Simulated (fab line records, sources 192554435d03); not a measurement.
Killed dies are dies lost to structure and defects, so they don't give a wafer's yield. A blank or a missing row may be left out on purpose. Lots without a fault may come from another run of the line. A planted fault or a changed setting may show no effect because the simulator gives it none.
Problem report in the 8D (eight disciplines) form, filled by code | flow n5_finfet | the parts of the form that need people (team, actions taken, sign-off) are left out

1. THE PROBLEM
run_length_s at N5_BEOL_M11_VIA_ETCH_34 reads a mean of 98.7 s on 3 wafers of 2 lots; wafers without a fault read 92.7 s with a standard deviation of 0.35. That is +17 standard deviations from the usual mean.
The step: etches SiCOH lowk in C4F6/O2, target depth 184.5 nm, time 69.2 s.
First seen on wafer L234.2, day 13 14:59, on rie_diel-03. The record holds 18 wafers of 6 lots with a number at this step. Rule for "out", or "out of limits": more than 4 standard deviations from the usual mean. The other wafers with a number count as sound.

2. WHAT IT IS AND WHAT IT IS NOT
question                    | is                     | is not
which readings at this step | run_length_s           | drypump_motor_current_A, oes_product_au, rf_vpp_V, showerhead_plenum_p_Torr, throttle_valve_pct
which lots                  | L234, L239             | L230, L242, L244, L249
which wafers of those lots  | L234.2, L234.6, L239.2 | L234.4, L239.3, L239.5
read on which tools         | rie_diel-03            | rie_diel-02, rie_diel-05
when                        | from day 13 14:59      | up to then (4 sound wafers); but 11 sound wafers of L239, L242, L244, L249 came after

3. SUSPECTS, AND WHAT RULES EACH OUT
Counting: a tool at a process step up to the reading stays a suspect if it ran every lot that is out. Sound lots after the first of them don't rule it out here, since some wafers of a struck lot are sound.
- rie_diel-03 at N5_BEOL_M11_DESCUM_33 (chemistry O2, time 7.9 s): kept. It ran every lot that is out, first L234 (day 13 14:47); its last sound lot up to then is L230 (day 12 06:04).
- rie_diel-03 at N5_BEOL_M11_ETCH_65 (etches SiARC in CF4, target depth 39 nm, time 65 s): kept. It ran every lot that is out, first L234 (day 13 14:49); its last sound lot up to then is L230 (day 12 06:06).
- rie_diel-03 at N5_BEOL_M11_ETCH_66 (etches SOC in N2/H2, target depth 120 nm, overetch 24 nm, time 180 s): kept. It ran every lot that is out, first L234 (day 13 14:52); its last sound lot up to then is L230 (day 12 06:09).
- rie_diel-03 at N5_BEOL_M11_VIA_ETCH_34 (etches SiCOH lowk in C4F6/O2, target depth 184.5 nm, time 69.2 s): kept. It ran every lot that is out, first L234 (day 13 14:59); its last sound lot up to then is L230 (day 12 06:17). Its own readings are out on those wafers: run_length_s.
Left after counting: rie_diel-03 at N5_BEOL_M11_DESCUM_33, rie_diel-03 at N5_BEOL_M11_ETCH_65, rie_diel-03 at N5_BEOL_M11_ETCH_66, rie_diel-03 at N5_BEOL_M11_VIA_ETCH_34.

4. THE CAUSE (what the simulator had put in)
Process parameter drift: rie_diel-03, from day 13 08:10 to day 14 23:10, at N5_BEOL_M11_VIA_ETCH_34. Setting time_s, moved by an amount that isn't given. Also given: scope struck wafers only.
Counting left 4 suspects, and this tool is among them.

5. THE CHAIN OF EFFECTS, in route order
Each row: a reading whose mean over the struck wafers that have a number lies more than 3 standard deviations from the usual. Only readings for which the record gives a usual standard deviation are gone through. hours: the time from each lot's start at the first step in this table that gives one to its start at this step, as a median over the lots. sigmas: the change in usual standard deviations.
hours | step                    | reading      | usual  | on struck wafers | change | sigmas
0     | N5_BEOL_M11_VIA_ETCH_34 | run_length_s | 92.7 s | 98.7             | +6.0   | +17
The process steps in it:
- N5_BEOL_M11_VIA_ETCH_34: etches SiCOH lowk in C4F6/O2, target depth 184.5 nm, time 69.2 s.

6. WHAT WOULD HAVE CAUGHT IT SOONER
In this record the first reading out of limits was taken at day 13 14:59, 7 hours after the fault began at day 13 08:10.
